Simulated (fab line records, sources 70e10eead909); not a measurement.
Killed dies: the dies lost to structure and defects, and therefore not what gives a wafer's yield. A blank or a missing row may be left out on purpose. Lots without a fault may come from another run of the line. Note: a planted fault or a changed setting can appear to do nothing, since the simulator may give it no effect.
Which of the tools did it? :: flow nand-harc :: Sampling: 11 lots, 33 wafers, 6 of 1302 route steps

== WHAT THE GAUGES READ, wafer by wafer ==
NHARC_P_GATE_CD_MEAS_26: the cd target is 120 nm.
lot: L588
measured: day 5 00:47
on: cd-sem-01
cd-nm (nm): 119.8 119.7 120.1

lot: L589
measured: day 5 09:28
on: cd-sem-01
cd-nm (nm): 120.7 119.8 120.0

lot: L590
measured: day 5 22:11
on: cd-sem-01
cd-nm (nm): 119.7 119.8 120.5

lot: L591
measured: day 6 13:05
on: cd-sem-03
cd-nm (nm): 120.0 119.8 120.2

lot: L596
measured: day 8 15:08
on: cd-sem-03
cd-nm (nm): 76.7 77.1 76.3 77.2 77.2 76.3

lot: L601
measured: day 10 06:58
on: cd-sem-01
cd-nm (nm): 119.5 119.2 118.9

lot: L607
measured: day 12 20:22
on: cd-sem-03
cd-nm (nm): 120.3 120.0 120.2

lot: L608
measured: day 13 07:37
on: cd-sem-02
cd-nm (nm): 119.2 119.8 119.9

lot: L609
measured: day 13 13:40
on: cd-sem-03
cd-nm (nm): 119.7 119.6 119.9

lot: L610
measured: day 14 04:02
on: cd-sem-01
cd-nm (nm): 120.2 120.4 120.1

lot: L611
measured: day 14 18:14
on: cd-sem-03
cd-nm (nm): 119.6 119.9 119.8

NHARC_P_GATE_OVL_MEAS_27.
lot: L588
measured: day 5 00:53
on: overlay-01
overlay-x-nm (nm): -0.6 -0.5 -0.1
overlay-y-nm (nm): 0.5 0.5 0.6

lot: L589
measured: day 5 09:32
on: overlay-02
overlay-x-nm (nm): 0.2 0.7 0.5
overlay-y-nm (nm): 0.0 -0.4 -0.2

lot: L590
measured: day 5 22:16
on: overlay-01
overlay-x-nm (nm): 0.2 0.1 0.1
overlay-y-nm (nm): 0.7 0.8 1.1

lot: L591
measured: day 6 13:10
on: overlay-01
overlay-x-nm (nm): 0.8 1.0 1.2
overlay-y-nm (nm): 0.2 0.0 0.3

lot: L601
measured: day 10 07:02
on: overlay-01
overlay-x-nm (nm): -0.8 -0.7 -0.3
overlay-y-nm (nm): 0.0 -0.2 -0.5

lot: L607
measured: day 12 20:28
on: overlay-01
overlay-x-nm (nm): -0.1 0.6 0.4
overlay-y-nm (nm): 0.6 1.4 1.0

lot: L608
measured: day 13 07:42
on: overlay-02
overlay-x-nm (nm): 1.3 1.8 1.4
overlay-y-nm (nm): -0.2 -0.1 0.3

lot: L609
measured: day 13 13:45
on: overlay-01
overlay-x-nm (nm): 1.0 0.8 1.3
overlay-y-nm (nm): -0.1 0.3 -0.2

lot: L610
measured: day 14 04:08
on: overlay-02
overlay-x-nm (nm): 1.6 1.0 1.4
overlay-y-nm (nm): -1.0 -1.1 -1.3

lot: L611
measured: day 14 18:20
on: overlay-02
overlay-x-nm (nm): 1.7 1.4 1.1
overlay-y-nm (nm): -1.0 -0.1 -0.2

NHARC_END_SORT_01.
lot: L588
measured: day 23 20:02
on: prober-02
defect-limited-yield (%): 86.4 84.2 85.4
killed-at-array: 89 101 90
killed-at-other: 1 4 4
killed-at-periphery: 2 2 5
killed-dies: 92 107 99
killed-open: 0 4 3
killed-short: 3 2 2

lot: L589
measured: day 25 05:35
on: prober-02
defect-limited-yield (%): 87.9 86.6 87.1
killed-at-array: 71 80 82
killed-at-other: 2 1 0
killed-at-periphery: 9 10 5
killed-dies: 82 91 87
killed-open: 4 1 6
killed-short: 2 4 0

lot: L590
measured: day 25 04:48
on: prober-01
defect-limited-yield (%): 91.0 92.5 92.2
killed-at-array: 58 48 52
killed-at-other: 0 1 0
killed-at-periphery: 3 2 1
killed-dies: 61 51 53
killed-open: 2 2 4
killed-short: 5 3 1

lot: L591
measured: day 25 17:53
on: prober-01
defect-limited-yield (%): 87.0 88.6 87.9
killed-at-array: 81 69 76
killed-at-other: 0 0 1
killed-at-periphery: 7 8 5
killed-dies: 88 77 82
killed-open: 3 4 4
killed-short: 0 3 0

lot: L601
measured: day 32 00:43
on: prober-02
defect-limited-yield (%): 90.5 91.6 90.1
killed-at-array: 61 54 64
killed-at-other: 2 1 1
killed-at-periphery: 1 2 2
killed-dies: 64 57 67
killed-open: 1 2 1
killed-short: 1 0 2

lot: L607
measured: day 33 07:53
on: prober-01
defect-limited-yield (%): 89.7 89.7 89.1
killed-at-array: 69 68 74
killed-at-other: 0 0 0
killed-at-periphery: 1 2 0
killed-dies: 70 70 74
killed-open: 6 2 2
killed-short: 2 1 2

lot: L608
measured: day 33 14:08
on: prober-02
defect-limited-yield (%): 92.6 93.2 92.2
killed-at-array: 44 43 49
killed-at-other: 1 1 0
killed-at-periphery: 5 2 4
killed-dies: 50 46 53
killed-open: 2 1 4
killed-short: 0 5 3

lot: L609
measured: day 33 16:25
on: prober-01
defect-limited-yield (%): 87.0 88.3 87.1
killed-at-array: 78 64 75
killed-at-other: 2 1 0
killed-at-periphery: 8 14 12
killed-dies: 88 79 87
killed-open: 4 5 7
killed-short: 3 5 6

lot: L610
measured: day 34 00:19
on: prober-02
defect-limited-yield (%): 87.9 87.3 87.3
killed-at-array: 79 83 82
killed-at-other: 1 1 0
killed-at-periphery: 2 2 4
killed-dies: 82 86 86
killed-open: 1 2 6
killed-short: 0 6 1

lot: L611
measured: day 34 15:43
on: prober-02
defect-limited-yield (%): 92.3 92.9 93.8
killed-at-array: 43 38 40
killed-at-other: 4 1 0
killed-at-periphery: 5 9 2
killed-dies: 52 48 42
killed-open: 1 7 2
killed-short: 1 1 2

== WHICH TOOL RAN EACH LOT (tool, then ch and the chambers of the sampled wafers, then the start) ==
lot: L588
NHARC_P_STI_ETCH_31: rie-diel-05 ch 0,2,3, day 5 00:39 or earlier
NHARC_P_GATE_EXPOSE_23: arfi-scanner-03 ch 0, day 5 00:39
NHARC_P_GATE_STRIP_101: rie-diel-01 ch 1,2,3, day 5 11:56

lot: L589
NHARC_P_STI_ETCH_31: rie-diel-08 ch 0,1,3, day 5 09:19 or earlier
NHARC_P_GATE_EXPOSE_23: arfi-scanner-03 ch 0, day 5 09:19
NHARC_P_GATE_STRIP_101: rie-diel-07 ch 0,2, day 5 20:33

lot: L590
NHARC_P_STI_ETCH_31: rie-diel-09 ch 0,1,3, day 5 22:03 or earlier
NHARC_P_GATE_EXPOSE_23: arfi-scanner-03 ch 0, day 5 22:03
NHARC_P_GATE_STRIP_101: rie-diel-01 ch 1,2, day 6 09:14

lot: L591
NHARC_P_STI_ETCH_31: rie-diel-09 ch 0,1,2, day 6 12:56 or earlier
NHARC_P_GATE_EXPOSE_23: arfi-scanner-02 ch 0, day 6 12:56
NHARC_P_GATE_STRIP_101: rie-diel-01 ch 0,3, day 7 00:11

lot: L596
NHARC_P_STI_ETCH_31: rie-diel-09 ch 0,1,2, day 8 14:59 or earlier
NHARC_P_GATE_EXPOSE_23: arfi-scanner-01 ch 0, day 8 14:59
NHARC_P_GATE_STRIP_101: -

lot: L601
NHARC_P_STI_ETCH_31: rie-diel-09 ch 0,1,2, day 10 06:49 or earlier
NHARC_P_GATE_EXPOSE_23: arfi-scanner-02 ch 0, day 10 06:49
NHARC_P_GATE_STRIP_101: rie-diel-01 ch 0,1,3, day 10 17:53

lot: L607
NHARC_P_STI_ETCH_31: rie-diel-09 ch 0,2, day 12 20:14 or earlier
NHARC_P_GATE_EXPOSE_23: arfi-scanner-01 ch 0, day 12 20:14
NHARC_P_GATE_STRIP_101: rie-diel-13 ch 0,1,2, day 13 09:31

lot: L608
NHARC_P_STI_ETCH_31: rie-diel-09 ch 0,1,3, day 13 07:28 or earlier
NHARC_P_GATE_EXPOSE_23: arfi-scanner-01 ch 0, day 13 07:28
NHARC_P_GATE_STRIP_101: rie-diel-07 ch 0,1, day 13 18:40

lot: L609
NHARC_P_STI_ETCH_31: rie-diel-09 ch 0,1,3, day 13 13:32 or earlier
NHARC_P_GATE_EXPOSE_23: arfi-scanner-01 ch 0, day 13 13:32
NHARC_P_GATE_STRIP_101: rie-diel-13 ch 1,2,3, day 14 00:39

lot: L610
NHARC_P_STI_ETCH_31: rie-diel-05 ch 0,1,3, day 14 03:55 or earlier
NHARC_P_GATE_EXPOSE_23: arfi-scanner-01 ch 0, day 14 03:55
NHARC_P_GATE_STRIP_101: rie-diel-01 ch 1,2,3, day 14 17:05

lot: L611
NHARC_P_STI_ETCH_31: rie-diel-08 ch 1,2,3, day 14 18:06 or earlier
NHARC_P_GATE_EXPOSE_23: arfi-scanner-03 ch 0, day 14 18:06
NHARC_P_GATE_STRIP_101: rie-diel-01 ch 0,2,3, day 15 07:23
- NHARC_P_STI_ETCH_31: etches the open film in CF4/CHF3, target depth 108.9 nm, time 54.5 s.
- NHARC_P_GATE_EXPOSE_23: exposes mask P GATE, target cd 120 nm.
- NHARC_P_GATE_STRIP_101: strips in O2, time 20 s.

== WHAT THE TOOLS THEMSELVES READ (means of the sampled wafers that have a number; where no wafer has one, the mark that the record gives instead) ==
NHARC_P_STI_ETCH_31.
lot: L588
tool: rie-diel-05
bias-w (W): 199.3
drypump-motor-current-A (A): 5.30
oes-product-au (a.u.): 0.969
rf-vpp-V (V): 371.4
showerhead-plenum-p-Torr (Torr): 1.61
throttle-valve-pct (%): 16.792

lot: L589
tool: rie-diel-08
bias-w (W): 200.0
drypump-motor-current-A (A): 5.64
oes-product-au (a.u.): 0.967
rf-vpp-V (V): 370.5
showerhead-plenum-p-Torr (Torr): 1.55
throttle-valve-pct (%): 16.808

lot: L590
tool: rie-diel-09
bias-w (W): 199.9
drypump-motor-current-A (A): 5.69
oes-product-au (a.u.): 0.966
rf-vpp-V (V): 369.2
showerhead-plenum-p-Torr (Torr): 1.52
throttle-valve-pct (%): 16.798

lot: L591
tool: rie-diel-09
bias-w (W): 200.1
drypump-motor-current-A (A): 5.55
oes-product-au (a.u.): 0.961
rf-vpp-V (V): 369.4
showerhead-plenum-p-Torr (Torr): 1.52
throttle-valve-pct (%): 16.796

lot: L596
tool: rie-diel-09
bias-w (W): 200.0
drypump-motor-current-A (A): 5.53
oes-product-au (a.u.): 0.923
rf-vpp-V (V): 369.0
showerhead-plenum-p-Torr (Torr): 1.52
throttle-valve-pct (%): 16.802

lot: L601
tool: rie-diel-09
bias-w (W): 199.6
drypump-motor-current-A (A): 5.52
oes-product-au (a.u.): 0.976
rf-vpp-V (V): 368.6
showerhead-plenum-p-Torr (Torr): 1.52
throttle-valve-pct (%): 16.802

lot: L607
tool: rie-diel-09
bias-w (W): 199.5
drypump-motor-current-A (A): 5.55
oes-product-au (a.u.): 0.973
rf-vpp-V (V): 368.5
showerhead-plenum-p-Torr (Torr): 1.50
throttle-valve-pct (%): 16.809

lot: L608
tool: rie-diel-09
bias-w (W): 199.3
drypump-motor-current-A (A): 5.71
oes-product-au (a.u.): 0.958
rf-vpp-V (V): 368.9
showerhead-plenum-p-Torr (Torr): 1.52
throttle-valve-pct (%): 16.804

lot: L609
tool: rie-diel-09
bias-w (W): 200.0
drypump-motor-current-A (A): 5.69
oes-product-au (a.u.): 0.947
rf-vpp-V (V): 368.6
showerhead-plenum-p-Torr (Torr): 1.52
throttle-valve-pct (%): 16.793

lot: L610
tool: rie-diel-05
bias-w (W): 199.5
drypump-motor-current-A (A): 5.16
oes-product-au (a.u.): 0.920
rf-vpp-V (V): 370.4
showerhead-plenum-p-Torr (Torr): 1.57
throttle-valve-pct (%): 16.793

lot: L611
tool: rie-diel-08
bias-w (W): 199.8
drypump-motor-current-A (A): 5.50
oes-product-au (a.u.): 0.926
rf-vpp-V (V): 371.7
showerhead-plenum-p-Torr (Torr): 1.59
throttle-valve-pct (%): 16.806

NHARC_P_GATE_EXPOSE_23.
lot: L588
tool: arfi-scanner-03
focus-offset-nm (nm): -0.4

lot: L589
tool: arfi-scanner-03
focus-offset-nm (nm): -0.1

lot: L590
tool: arfi-scanner-03
focus-offset-nm (nm): -0.7

lot: L591
tool: arfi-scanner-02
focus-offset-nm (nm): 0.2

lot: L596
tool: arfi-scanner-01
focus-offset-nm (nm): -0.4

lot: L601
tool: arfi-scanner-02
focus-offset-nm (nm): -0.1

lot: L607
tool: arfi-scanner-01
focus-offset-nm (nm): -0.7

lot: L608
tool: arfi-scanner-01
focus-offset-nm (nm): -0.7

lot: L609
tool: arfi-scanner-01
focus-offset-nm (nm): -0.1

lot: L610
tool: arfi-scanner-01
focus-offset-nm (nm): 0.0

lot: L611
tool: arfi-scanner-03
focus-offset-nm (nm): 0.1

NHARC_P_GATE_STRIP_101.
lot: L588
tool: rie-diel-01
drypump-motor-current-A (A): 5.9
oes-product-au (a.u.): 1.006
rf-vpp-V (V): 58.2
showerhead-plenum-p-Torr (Torr): 3.57
throttle-valve-pct (%): 17.032

lot: L589
tool: rie-diel-07
drypump-motor-current-A (A): 5.5
oes-product-au (a.u.): 0.994
rf-vpp-V (V): 57.3
showerhead-plenum-p-Torr (Torr): 3.51
throttle-valve-pct (%): 17.040

lot: L590
tool: rie-diel-01
drypump-motor-current-A (A): 5.6
oes-product-au (a.u.): 0.997
rf-vpp-V (V): 57.6
showerhead-plenum-p-Torr (Torr): 3.52
throttle-valve-pct (%): 17.041

lot: L591
tool: rie-diel-01
drypump-motor-current-A (A): 6.0
oes-product-au (a.u.): 1.004
rf-vpp-V (V): 57.6
showerhead-plenum-p-Torr (Torr): 3.61
throttle-valve-pct (%): 17.035

lot: L601
tool: rie-diel-01
drypump-motor-current-A (A): 5.9
oes-product-au (a.u.): 1.010
rf-vpp-V (V): 57.5
showerhead-plenum-p-Torr (Torr): 3.59
throttle-valve-pct (%): 17.042

lot: L607
tool: rie-diel-13
drypump-motor-current-A (A): 6.1
oes-product-au (a.u.): 1.000
rf-vpp-V (V): 57.6
showerhead-plenum-p-Torr (Torr): 3.48
throttle-valve-pct (%): 17.034

lot: L608
tool: rie-diel-07
drypump-motor-current-A (A): 5.8
oes-product-au (a.u.): 0.992
rf-vpp-V (V): 57.1
showerhead-plenum-p-Torr (Torr): 3.40
throttle-valve-pct (%): 17.033

lot: L609
tool: rie-diel-13
drypump-motor-current-A (A): 6.1
oes-product-au (a.u.): 1.008
rf-vpp-V (V): 58.4
showerhead-plenum-p-Torr (Torr): 3.59
throttle-valve-pct (%): 17.036

lot: L610
tool: rie-diel-01
drypump-motor-current-A (A): 5.9
oes-product-au (a.u.): 1.014
rf-vpp-V (V): 57.3
showerhead-plenum-p-Torr (Torr): 3.56
throttle-valve-pct (%): 17.030

lot: L611
tool: rie-diel-01
drypump-motor-current-A (A): 5.7
oes-product-au (a.u.): 1.008
rf-vpp-V (V): 57.7
showerhead-plenum-p-Torr (Torr): 3.56
throttle-valve-pct (%): 17.051

== THE ANSWER, worked out from the rows above alone ==
Rule: the lots themselves supply what counts as usual. The widest of any qualifying gaps counts: lots, ordered by their means at a reading, are off when they make up no more than a third of the lots, leave a main group of 4 or more, and stand apart from it by 3 or more times the standard deviation of that group's means. A main group whose means are all the same, to the digits that the tables above print for the reading, isn't used. A lot without any number at a reading at which 4 lots or more have one is off too. The other lots that the step has rows for count as sound. After the gauges, taken in route order, come the tools' own readings; for these a lot's mean is taken, as printed above. The first step at which some lot is off is used, and at that step the reading that is off furthest; a lot without a number counts as furthest.
Off, at NHARC_P_GATE_CD_MEAS_26 on cd-nm: L596. Mean 119.9 nm and standard deviation 0.3 in the main group.
If a tool, at a process step before that reading, ran all the lots that are off and no sound lot after the first of them, it fits. Those tools and the gauges at NHARC_P_GATE_CD_MEAS_26 are tried in the same way. Because NHARC_P_STI_ETCH_31 lacks a start for some lots, the hours and order of its lots are taken from NHARC_P_GATE_EXPOSE_23. Not one of the candidates tried fits.

== WHAT THE SIMULATOR HAD INSERTED ==
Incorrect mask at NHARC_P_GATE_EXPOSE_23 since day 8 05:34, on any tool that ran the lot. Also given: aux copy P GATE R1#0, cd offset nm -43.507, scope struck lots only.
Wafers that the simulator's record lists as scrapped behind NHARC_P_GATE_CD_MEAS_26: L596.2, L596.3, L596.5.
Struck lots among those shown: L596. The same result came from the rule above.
